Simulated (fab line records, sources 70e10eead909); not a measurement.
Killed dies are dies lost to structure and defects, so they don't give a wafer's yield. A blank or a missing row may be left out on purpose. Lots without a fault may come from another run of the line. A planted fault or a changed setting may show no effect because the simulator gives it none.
A struck lot beside a sound one | flow nand_harc | 27 steps out of a route of 1159
Sound: wafers L818.2, L818.4, L818.5. Struck: wafer L824.1. (L824.5, L824.6 of the same lot were not struck and are left out.) The cause comes at the end.
At each step with rows: each side's tool, then ch and its chambers, then its first start. Under that, the readings that differ: sound wafers | struck wafers | difference of the means | sigmas: that difference in standard deviations of wafers without a fault.
alike: readings whose means differ by less than 2 such deviations, and words and numbers that are the same on both sides. not compared: withheld readings, readings that some wafer has no value for, bounds like >300 that may hide the same value, and numbers for which the record gives no deviation and whose values overlap.
The two part at a step that has a row with sigmas, a row that says differs or no value, or rows on one side only. Numbers that don't overlap but have no deviation are shown without sigmas and don't part them. A reading that every wafer of one side lacks parts them only if that side has two wafers or more.

first, 7 steps without rows for these wafers: NHARC_A_BONDPAD_COAT_33 (time 65 s); NHARC_A_BONDPAD_COAT_03 (resist thk 600 nm); NHARC_A_BONDPAD_SOFTBAKE_04 (time 70 s); NHARC_A_BONDPAD_EBR_05; NHARC_A_BONDPAD_EXPOSE_06 (exposes mask A BPAD); NHARC_A_BONDPAD_PEB_07 (peb time 80 s); NHARC_A_BONDPAD_DEVELOP_08 (time 50 s).
NHARC_A_BONDPAD_CD_MEAS_09: target cd 500 nm.
  sound on cd_sem-03 ch 0, day 18 13:10; struck on cd_sem-01 ch 0, day 20 10:54
  alike: cd_nm
NHARC_A_BONDPAD_OVL_MEAS_35:
  sound on overlay-01, day 18 13:15; struck on overlay-02, day 20 10:59
  alike: overlay_x_nm, overlay_y_nm
then, 3 steps without rows for these wafers: NHARC_A_BONDPAD_HARDBAKE_10 (time 65 s); NHARC_A_BONDPAD_DESCUM_11 (chemistry O2, time 3 s); NHARC_A_BONDPAD_ETCH_34 (etches the open film in N2/H2, target depth 60 nm, overetch 18 nm, time 65.91 s).
NHARC_A_BONDPAD_ETCH_12: etches the open film in CHF3/O2, target depth 220 nm, time 110 s.
  sound on rie_diel-03 ch 0,1,2, day 18 13:33; struck on rie_diel-06 ch 2, day 20 11:19
  alike: drypump_motor_current_A, oes_product_au, rf_vpp_V, showerhead_plenum_p_Torr, throttle_valve_pct
  not compared: rf_hours_counter_h
NHARC_A_BONDPAD_CD_MEAS_13:
  sound on cd_sem-01, day 18 13:41; struck on cd_sem-03, day 20 11:26
  alike: cd_nm
NHARC_A_BONDPAD_STRIP_15: strips in O2.
  sound on rie_diel-03 ch 0,1,2, day 18 13:49; struck on rie_diel-03 ch 2, day 20 11:31
  alike: drypump_motor_current_A, oes_product_au, rf_vpp_V, showerhead_plenum_p_Torr, throttle_valve_pct
  not compared: rf_hours_counter_h
then, 3 steps without rows for these wafers: NHARC_A_BONDPAD_ETCH_24 (etches the open film in CF4/N2, target depth 30 nm, time 72.99 s); NHARC_A_BONDPAD_STRIP_16 (strips in post etch residue remover, time 600 s); NHARC_A_BONDPAD_DEGAS_25 (time 60 s).
NHARC_A_BONDPAD_PRE_CLEAN_26: time 30 s.
  sound on pvd_sputter-03; struck on pvd_sputter-01
  alike: heater_power_w
then, 1 step without rows for these wafers: NHARC_A_BONDPAD_PVD_17 (deposits TaN, target thk 5 nm, time 8.06 s).
NHARC_A_BONDPAD_PVD_27: deposits Cu, target thk 30 nm, time 20.49 s.
  sound on pvd_sputter-03; struck on pvd_sputter-01
  alike: throttle_valve_pct
then, 1 step without rows for these wafers: NHARC_A_BONDPAD_ECD_18 (material Cu, target thk 400 nm).
NHARC_A_BONDPAD_ANNEAL_28: time 90 s.
  sound on rtp_anneal-02 ch 0, day 18 15:10; struck on rtp_anneal-01 ch 0, day 20 12:52
  alike: wafer_temp_C_max
NHARC_A_BONDPAD_CMP_19: polishes, t overpolish 30 s, cu recess touch 16 s, target thk 169.8 nm.
  sound on cmp-04 ch 1,3, day 18 15:27; struck on cmp-02 ch 0, day 20 13:12
  alike: motor_current_A, overpolish_run_s, slurry_filter_dp_kPa
NHARC_A_BONDPAD_THK_MEAS_20: measures by xrf.
  sound on film_metro-02, day 18 15:47; struck on film_metro-01, day 20 13:32
  alike: thk_nm
then, 1 step without rows for these wafers: NHARC_A_BONDPAD_SRD_21 (time 30 s, dry time 20 s).
NHARC_END_SORT_01:
  sound on prober-01 ch 0, day 19 19:56; struck on prober-02 ch 0, day 21 23:32
  reading                  | sound          | struck | difference | sigmas
  defect_limited_yield (%) | 94.5 95.6 95.9 | 80.8   | -14.5      | -10
  killed_at_array          | 33 28 25       | 122    | +93        | +10
  killed_at_other          | 0 0 1          | 3      | +3         | +2
  killed_dies              | 37 30 28       | 130    | +98        | +10
  sort_bin_2_pct (%)       | 1.8 0.7 1.3    | 8.4    | +7.1       | +11
  sort_bin_3_pct (%)       | 0.44 0.30 0.15 | 3.55   | +3.25      | +15
  sort_bin_4_pct (%)       | 3.2 3.4 2.7    | 7.2    | +4.1       | +5
  sort_n_pass              | 640 647 649    | 547    | -98        | -10
  sort_yield_pct (%)       | 94.5 95.6 95.9 | 80.8   | -14.5      | -10
  alike: killed_at_periphery, killed_open, killed_short, sort_rim_yield_pct

WHERE THEY PART
Only at NHARC_END_SORT_01, within this record.

WHY: what the simulator had put in
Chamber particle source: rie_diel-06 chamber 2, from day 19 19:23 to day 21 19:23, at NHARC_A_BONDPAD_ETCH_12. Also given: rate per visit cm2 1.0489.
